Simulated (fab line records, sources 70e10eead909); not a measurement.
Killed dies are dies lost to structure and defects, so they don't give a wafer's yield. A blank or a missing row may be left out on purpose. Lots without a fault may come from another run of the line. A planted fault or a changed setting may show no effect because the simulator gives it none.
Chamber matching | flow nand_harc | NHARC_A_STAIRCASE_ALD_415 on ald_hk-03: 4 sister chambers
The step deposits SiO2, target thk 30 nm, pulse time 6 s, ald cycles 300. 4 wafers are shown with their chamber, then 10 later ones without.

WAFERS WITH THEIR CHAMBER
wafer  | chamber | heater_power_w (W)
L089.2 | 0       | 586
L092.5 | 3       | 486
L093.2 | 2       | 467
L093.4 | 1       | 457

WAFERS WITHOUT THEIR CHAMBER
wafer  | heater_power_w (W)
L093.5 | 587
L094.1 | 487
L094.3 | 464
L094.5 | 452
L097.2 | 462
L097.3 | 451
L097.4 | 493
L097.1 | 588
L097.5 | 450
L097.6 | 492

WHICH CHAMBER EACH WENT THROUGH
wafer  | from the rows above     | in truth
L093.5 | 0                       | 0
L094.1 | 3                       | 3
L094.3 | can't be placed: 2 or 1 | 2
L094.5 | 1                       | 1
L097.2 | can't be placed: 1 or 2 | 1
L097.3 | 1                       | 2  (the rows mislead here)
L097.4 | 3                       | 3
L097.1 | 0                       | 0
L097.5 | 1                       | 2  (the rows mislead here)
L097.6 | 3                       | 3
Placed correctly: 6 of 10. Can't be placed from these rows: 2 (the true chamber is among the candidates in 2). Placed wrongly: 2.
How it was worked out, from the rows above alone: a wafer's distance from a chamber is the root of the sum, over the readings, of the square of ((its reading less the chamber's mean) divided by the reading's scatter). The wafer belongs to the nearest chamber; if the next one is less than 2 further off, it can't be placed. A chamber's mean is the mean of its shown wafers. The scatter: with one shown wafer a chamber, the root of the mean of the squares of how far each hidden wafer lies from its nearest shown one.
